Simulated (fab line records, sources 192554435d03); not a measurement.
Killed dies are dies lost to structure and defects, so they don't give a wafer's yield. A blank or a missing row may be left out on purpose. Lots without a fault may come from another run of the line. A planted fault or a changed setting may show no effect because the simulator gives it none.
Split-lot experiment | flow n5_finfet | 7 lots, 21 wafers read, on a route of 1938 steps

THE SPLIT
At N5_BEOL_M12_COAT_04 (resist thk 400 nm), the setting spin_rpm was moved away from the recipe's 1625 rpm on 8 of the 21 wafers read, by -8.4% to +4.3%. The other wafers ran this setting at the recipe's value.

The reading is taken at the split's own step.

THE READING
coat_of_BEOL_M12_COAT_04.thk_nm (the simulator's own value, which no gauge read), in nm, at N5_BEOL_M12_COAT_04 (resist thk 400 nm). The file gives no usual value for it. The 13 wafers here that ran the recipe average 398.4 nm, standard deviation 1.1 nm.

wafer  | tool, chamber at the split | spin_rpm as run, rpm | against the recipe | coat_of_BEOL_M12_COAT_04.thk_nm, nm | against lot-mates on the recipe
L076.1 | litho_track-02, 0          | 1693                 | +4.2%              | 391.2                               | -7.8
L076.3 | litho_track-02, 0          | 1625                 | recipe             | 399                                 | -
L076.5 | litho_track-02, 0          | 1693                 | +4.2%              | 391.6                               | -7.4
L080.2 | litho_track-03, 0          | 1625                 | recipe             | 400.4                               | -
L080.4 | litho_track-03, 0          | 1695                 | +4.3%              | 391.6                               | -7.9
L080.6 | litho_track-03, 0          | 1625                 | recipe             | 398.6                               | -
L078.4 | litho_track-03, 0          | 1625                 | recipe             | 398                                 | -
L078.5 | litho_track-03, 0          | 1625                 | recipe             | 399.8                               | -
L078.6 | litho_track-03, 0          | 1625                 | recipe             | 399                                 | -
L081.4 | litho_track-05, 0          | 1625                 | recipe             | 396                                 | -
L081.5 | litho_track-05, 0          | 1489                 | -8.4%              | 416.6                               | +19.3
L081.6 | litho_track-05, 0          | 1625                 | recipe             | 398.6                               | -
L084.1 | litho_track-05, 0          | 1625                 | recipe             | 398.2                               | -
L084.4 | litho_track-05, 0          | 1625                 | recipe             | 398.8                               | -
L084.6 | litho_track-05, 0          | 1625                 | recipe             | 397                                 | -
L086.2 | litho_track-02, 0          | 1490                 | -8.3%              | 419.6                               | no lot-mate on the recipe
L086.5 | litho_track-02, 0          | 1490                 | -8.3%              | 418.6                               | no lot-mate on the recipe
L086.6 | litho_track-02, 0          | 1490                 | -8.3%              | 420                                 | no lot-mate on the recipe
L092.2 | litho_track-03, 0          | 1625                 | recipe             | 398.2                               | -
L092.3 | litho_track-03, 0          | 1690                 | +4.0%              | 390.2                               | -7.4
L092.4 | litho_track-03, 0          | 1625                 | recipe             | 397                                 | -

THE FIT
A straight line over all 21 wafers: coat_of_BEOL_M12_COAT_04.thk_nm changes by -2.27 nm for each +1% of spin_rpm; r = -0.99; the points scatter about the line by 1.5 nm.
The same after taking each lot's own level away (the mean of its wafers on the recipe; 18 wafers): -2.09 nm for each +1%; r = -0.99; scatter 0.97 nm.
On that fit, the largest move of spin_rpm shifts the reading by 17 nm.
The lots' own levels span 397.30 to 399.50 nm, that is 1.9 times the standard deviation above.
So the lot-to-lot level changes the slope little: the two slopes agree.
Check: with one of the wafers moved furthest among these (-8.4%) left out of the fit, the line predicts +15.3 nm for it against its lot-mates. It came out at +19.3 nm against them.

OTHER SPLITS ON THESE WAFERS
These wafers also went through other splits before the reading. Each is held against what the fit with the lots' levels taken away leaves over:
other split on the same wafers | wafers away from the commonest value | r with coat_of_BEOL_M12_COAT_04.thk_nm (lot level and that fit taken away)
N5_BEOL_M9_EXPOSE_25 dose_mj   | 4                                    | -0.19
N5_BEOL_M10_COAT_60 spin_rpm   | 6                                    | -0.14
N5_BEOL_M10_ETCH_62 time_s     | 8                                    | +0.06
N5_BEOL_M11_COAT_22 spin_rpm   | 6                                    | -0.03
N5_BEOL_M11_PEB_26 peb_time_s  | 9                                    | +0.13

THE FILE'S OWN FIT
coat_of_BEOL_M12_COAT_04.thk_nm changes by -2.1 nm for each +1% of spin_rpm, r = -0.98.
